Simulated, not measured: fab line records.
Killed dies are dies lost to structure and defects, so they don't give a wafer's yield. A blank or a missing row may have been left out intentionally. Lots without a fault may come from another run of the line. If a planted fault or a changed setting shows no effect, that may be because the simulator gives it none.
Which tool was responsible? + flow nand-harc + Sampling: 6 lots, 18 wafers, 4 of 1302 route steps

== WHAT THE GAUGES SHOWED, per wafer ==
NHARC_A_BLC_OVL_MEAS_11.
| lot  | measured     | on         | overlay-x-nm (nm) |
|------|--------------|------------|-------------------|
| L653 | day 23 08:10 | overlay-02 | -0.4 -0.2 -0.7    |
| L654 | day 23 13:58 | overlay-02 | 0.3 1.0 0.4       |
| L659 | day 25 19:53 | overlay-01 | 33.2 32.9 33.8    |
| L667 | day 28 23:45 | overlay-01 | -0.4 -0.5 -0.4    |
| L670 | day 30 00:56 | overlay-02 | 0.5 0.5 1.1       |
| L674 | day 31 02:22 | overlay-01 | -0.3 -0.4 -0.6    |

== WHAT TOOL EACH LOT RAN ON (gives the tool, then ch and the chambers of the sampled wafers, and finally the start) ==
| lot  | NHARC_A_CONTACT_ETCH_138             | NHARC_A_CONTACT_CVD_19                   | NHARC_A_BLC_EXPOSE_07              |
|------|--------------------------------------|------------------------------------------|------------------------------------|
| L653 | har-cap-etch-02 ch 0, day 23 03:52   | cvd-w-02 ch 0,1, day 23 07:56 or earlier | arfi-scanner-03 ch 0, day 23 07:56 |
| L654 | har-cap-etch-03 ch 0,1, day 23 09:55 | cvd-w-01 ch 0,1, day 23 13:45 or earlier | arfi-scanner-02 ch 0, day 23 13:45 |
| L659 | har-cap-etch-03 ch 0,1, day 25 15:59 | cvd-w-02 ch 0,1, day 25 19:40 or earlier | arfi-scanner-02 ch 0, day 25 19:40 |
| L667 | har-cap-etch-03 ch 0,1, day 28 19:29 | cvd-w-01 ch 0,1, day 28 23:32 or earlier | arfi-scanner-01 ch 0, day 28 23:32 |
| L670 | har-cap-etch-01 ch 0,1, day 29 20:46 | cvd-w-01 ch 0,1, day 30 00:42 or earlier | arfi-scanner-01 ch 0, day 30 00:42 |
| L674 | har-cap-etch-02 ch 0, day 30 22:21   | cvd-w-01 ch 0,1, day 31 02:08 or earlier | arfi-scanner-03 ch 0, day 31 02:08 |
- NHARC_A_CONTACT_ETCH_138: etches the open film in C4F8/O2/Ar, time 311 s, target depth 1914 nm.
- NHARC_A_CONTACT_CVD_19: deposits W, target thk 300 nm, time 802 s.
- NHARC_A_BLC_EXPOSE_07: exposes mask A BLC, target cd 100 nm.

== THE ANSWER, worked out from the rows above alone ==
Rule: the usual values come from the lots themselves. The widest of any qualifying gaps counts: lots, ordered by their means at a reading, are off when they make up no more than a third of the lots, leave a main group of 4 or more, and stand apart from it by 3 or more times the standard deviation of that group's means. The tables above print the reading to a certain number of digits; a main group whose means all agree to those digits is not used. Also off: a lot with no number at a reading for which 4 or more lots have one. Any other lot the step has rows for is counted as sound.
Off: L659 (NHARC_A_BLC_OVL_MEAS_11, overlay-x-nm). The main group: mean -0.0 nm, standard deviation 0.52.
A tool fits if, at a process step before that reading, it ran every lot that is off, and no sound lot after the first of them. Those tools and the gauges at NHARC_A_BLC_OVL_MEAS_11 are tried in the same way. NHARC_A_CONTACT_CVD_19: start missing for some lots; hours and lot order therefore follow NHARC_A_BLC_EXPOSE_07. 2 tools fit, cvd-w-02 at NHARC_A_CONTACT_CVD_19 and arfi-scanner-02 at NHARC_A_BLC_EXPOSE_07, so this cannot tell which one it is.

== WHAT WAS PUT IN BY THE SIMULATOR ==
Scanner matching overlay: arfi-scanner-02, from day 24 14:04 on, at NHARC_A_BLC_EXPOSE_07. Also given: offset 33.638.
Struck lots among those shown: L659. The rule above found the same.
